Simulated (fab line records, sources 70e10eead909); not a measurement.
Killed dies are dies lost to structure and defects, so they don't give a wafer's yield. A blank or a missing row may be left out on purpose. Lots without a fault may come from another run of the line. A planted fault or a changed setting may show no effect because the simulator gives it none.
Chamber matching | flow nand_harc | NHARC_P_BONDPAD_CMP_32 on cmp-02: 4 sister chambers
The step polishes SiCN, target thk 200 nm. 8 wafers are shown with their chamber, then 7 later ones without.

WAFERS WITH THEIR CHAMBER
wafer  | chamber | motor_current_A (A)
L074.4 | 3       | 10.6
L077.1 | 2       | 11.2
L077.2 | 3       | 10.6
L084.2 | 0       | 12.0
L084.5 | 1       | 10.2
L084.6 | 2       | 11.3
L086.1 | 0       | 12.4
L086.2 | 1       | 9.5

WAFERS WITHOUT THEIR CHAMBER
wafer  | motor_current_A (A)
L086.5 | 11.9
L095.1 | 10.2
L095.3 | 11.4
L095.6 | 9.8
L097.1 | 12.1
L097.3 | 11.2
L097.4 | 10.3

WHICH CHAMBER EACH WENT THROUGH
wafer  | from the rows above     | in truth
L086.5 | can't be placed: 0 or 2 | 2
L095.1 | can't be placed: 1 or 3 | 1
L095.3 | 2                       | 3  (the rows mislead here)
L095.6 | 1                       | 1
L097.1 | 0                       | 0
L097.3 | can't be placed: 2 or 3 | 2
L097.4 | can't be placed: 3 or 1 | 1
Placed correctly: 2 of 7. Can't be placed from these rows: 4 (the true chamber is among the candidates in 4). Placed wrongly: 1.
How it was worked out, from the rows above alone: a wafer's distance from a chamber is the root of the sum, over the readings, of the square of ((its reading less the chamber's mean) divided by the reading's scatter). The wafer belongs to the nearest chamber; if the next one is less than 2 further off, it can't be placed. A chamber's mean is the mean of its shown wafers. The scatter: the root of (the sum of the squares of (reading less its chamber's mean) over the shown wafers, divided by (wafers less chambers)).
